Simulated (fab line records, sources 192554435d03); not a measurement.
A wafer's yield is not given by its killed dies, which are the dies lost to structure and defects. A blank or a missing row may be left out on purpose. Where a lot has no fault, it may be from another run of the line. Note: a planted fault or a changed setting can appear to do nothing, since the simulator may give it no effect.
Comparing a struck lot with a sound one | flow n5Finfet | 16 out of 1938 route steps
Sound: the wafers L497.1, L497.3, L497.4. Struck: wafer L498.5; the same lot's L498.2 was not struck, so it is left out; see the end for the cause.
For every step that has rows: the tool of each side, followed by ch and its chambers, followed by its first start. Under that, the readings that differ: sound wafers | struck wafers | difference of the means | sigmas: that difference in standard deviations of wafers without a fault.
alike: words and numbers the same on both sides, and readings whose means are apart by under 2 such deviations; not compared: readings that were withheld, readings missing a value for some wafer, numbers with overlapping values and no deviation given by the record, and bounds like >300 which may hide the same value.
A row with sigmas, a row that says differs or no value, or rows on one side alone: a step with any of these is where the two part. Numbers that have no deviation but don't overlap get no sigmas and don't part them. Lack of a reading on every wafer of one side parts them only where that side has two or more wafers.

N5_WELL_APT_OVL_MEAS_09:
  sound on overlay-01 ch 0, day 3 08:06; struck on overlay-02 ch 0, day 3 13:58
  alike: NWELL_OVL
N5_WELL_APT_INSPECT_10: inspects for defects (macro).
  struck on defectInspect-02, day 3 13:59; sound on defectInspect-02, day 3 08:16
  alike: rawDefectCount
N5_WELL_APT_DESCUM_13: chemistry O2, time 7.9 s.
  sound on rieDiel-06 ch 1,2, day 3 08:19; struck on rieDiel-02 ch 3, day 3 14:02
  alike: drypumpMotorCurrentA, oesProductAu, rfVppV, showerheadPlenumPTorr, throttleValvePct
  not compared: rfHoursCounterH
then, 9 steps without rows for these wafers: N5_WELL_APT_IMPLANT_14; N5_WELL_APT_IMPLANT_15; N5_WELL_APT_STRIP_16 (strips in SPM, time 900 s); N5_WELL_APT_HMDS_18 (time 60 s); N5_WELL_APT_COAT_19 (resist thk 950 nm); N5_WELL_APT_EBR_21; N5_WELL_APT_SOFTBAKE_20 (time 60 s); N5_WELL_APT_EXPOSE_22 (exposes mask PWELL, defocus 0 nm, target cd 200 nm); N5_WELL_APT_PEB_23 (peb time 90 s).
N5_WELL_APT_DEVELOP_24: develop time 45 s.
  sound on lithoTrack-02 ch 0, day 3 09:22; struck on lithoTrack-02 ch 0, day 3 15:05
reading                  | sound           | struck | difference | sigmas
model.WELL_APT.cdNm (nm) | 205.6 201.3 199 | 197.1  | -4.9       | 
then, 1 step without rows for these wafers: N5_WELL_APT_HARDBAKE_29 (time 120 s).
-- a jump in the record: the struck wafers' starts before and after are 7 days apart (it breaks off in module WELL_APT and resumes in module BEOL_M4, where the first step shown is number 1111 of the route) --
N5_BEOL_M4_RC_MEAS_101:
  sound on prober-02 ch 0, day 9 21:38; struck on prober-01 ch 0, day 10 16:11
  alike: DIBL_N, DIBL_P, IOFF_N, IOFF_P, ION_N, ION_P, SS_N, SS_P, VT_N, VT_P
-- the record jumps here: 4 days lie between the struck wafers' starts before and after (it left off in module BEOL_M4 and takes up again in module PASSIVATION, whose first step shown is number 1936 of the route) --
N5_PASSIVATION_PROBE_49:
  struck on prober-02, day 14 21:47; sound on prober-01, day 14 08:36
  alike: defectLimitedYield, killed_at_M0_to_M3, killed_at_M4_up, killedAtContacts, killedAtFrontEnd, killedAtOther, killedDies, killedOpen, killedShort, sort_bin_5_function, sort_bin_6_memory, sort_bin_8_speed, sortNPass, sortYieldPct

== WHERE THEY PART ==
Nowhere in this record.

WHY: whatever the simulator had introduced
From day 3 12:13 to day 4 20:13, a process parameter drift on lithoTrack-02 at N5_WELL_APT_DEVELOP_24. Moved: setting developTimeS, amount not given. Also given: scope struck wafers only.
